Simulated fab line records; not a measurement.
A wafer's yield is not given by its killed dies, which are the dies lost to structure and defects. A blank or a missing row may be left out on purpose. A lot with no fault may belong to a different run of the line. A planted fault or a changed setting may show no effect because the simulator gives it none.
Lot-split experiment	flow n5Finfet	21 wafers read across 7 lots, on a route 1938 steps long

== SPLIT DETAILS ==
At N5_HKMG_FIN_HK_ALD_01 (deposits HfO2, target thk 1.6 nm, pulse time 3 s, purge time 3 s), the setting aldCycles was moved away from the recipe's 30 on 9 of the 21 wafers read, by -10.0% to +13.3%. This setting was run at the recipe's value on the other wafers.

== FROM THE SPLIT TO THE READING: what the file shows between them, 5 steps ==
- N5_HKMG_FIN_COAT_41: time 60 s, resist thk 300 nm (also split here: spinRpm)
- N5_HKMG_FIN_COAT_42: time 60 s, resist thk 35 nm
- N5_HKMG_FIN_COAT_43: resist thk 90 nm
- N5_HKMG_FIN_WET_ETCH_82: etches La2O3 in dHCl, stops on HfO2, target depth 2 nm, rinse time 30 s
- N5_HKMG_FIN_ALD_36: deposits TiN, target thk 1 nm, pulse time 1 s, purge time 3 s

== THE READING ==
HK_THK, in nm, at N5_HKMG_FIN_THK_MEAS_70 (measures by xrf). Typical for fault-free wafers on this fab line: 1.604 nm, with standard deviation 0.019 nm.

wafer	tool, chamber at the split	aldCycles as run	against the recipe	HK_THK, nm	against lot-mates on the recipe
L074.1	aldHk-03, 0,2,1	30	recipe	1.581	-
L074.2	aldHk-03, 0,2,1	30	recipe	1.616	-
L074.3	aldHk-03, 0,2,1	30	recipe	1.592	-
L081.1	aldHk-02, 0,2	30	recipe	1.574	-
L081.3	aldHk-02, 1	29	-3.3%	1.499	-0.083
L081.4	aldHk-02, 0,2	30	recipe	1.591	-
L086.3	aldHk-01, 1,3	33	+10.0%	1.791	+0.167
L086.4	aldHk-01, 2	30	recipe	1.624	-
L086.5	aldHk-01, 1,3	33	+10.0%	1.772	+0.148
L090.1	aldHk-02, 2,1,3	30	recipe	1.608	-
L090.3	aldHk-02, 2,1,3	30	recipe	1.585	-
L090.4	aldHk-02, 2,1,3	30	recipe	1.621	-
L092.3	aldHk-01, 0	30	recipe	1.586	-
L092.5	aldHk-01, 0,3	34	+13.3%	1.797	+0.211
L092.6	aldHk-01, 0,3	34	+13.3%	1.804	+0.218
L095.3	aldHk-03, 2,3,0	34	+13.3%	1.799	no lot-mate on the recipe
L095.4	aldHk-03, 2,3,0	34	+13.3%	1.836	no lot-mate on the recipe
L095.6	aldHk-03, 2,3,0	34	+13.3%	1.816	no lot-mate on the recipe
L096.1	aldHk-03, 1,2	30	recipe	1.625	-
L096.3	aldHk-03, 1,2	30	recipe	1.629	-
L096.4	aldHk-03, 0	27	-10.0%	1.467	-0.160
If several chambers appear in one row, that row covers several wafers at once and the file leaves open which wafer was in which chamber.

FIT RESULTS
A straight line over all 21 wafers: HK_THK changes by +0.016 nm for each +1% of aldCycles; r = +0.98; the points scatter about the line by 0.022 nm.
The same after taking each lot's own level away (the mean of its wafers on the recipe; 18 wafers): +0.0162 nm for each +1%; r = +0.99; scatter 0.012 nm.
The reading moves by 0.22 nm for the largest change in aldCycles, on that fit.
The lots' own levels span 1.5825 to 1.6270 nm, that is 2.3 times the standard deviation above.
So the lot-to-lot level changes the slope little: the two slopes agree.
Check: for one of the wafers moved furthest among these (+13.3%), held out of the fit, the line's prediction against its lot-mates is +0.215 nm. It came out at +0.211 nm against them.

== OTHER SPLITS APPLIED TO THESE WAFERS ==
Note: prior to the reading, these wafers also went through further splits. Each is held against what the fit with the lots' levels taken away leaves over:
other split on the same wafers	wafers away from the commonest value	r with HK_THK (lot level and that fit taken away)
N5_SD_EPI_N_EXPOSE_06 doseMj	6	+0.07
N5_SD_EPI_N_ETCH_45 targetDepthA	5	-0.05
N5_SDB_HM_DEP_00 timeS	5	+0.45
N5_SDB_EXPOSE_08 doseMj	7	-0.16
N5_HKMG_FIN_COAT_41 spinRpm	5	-0.24

== FILE'S OWN FIT ==
HK_THK changes by +0.0162 nm for each +1% of aldCycles, r = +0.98.
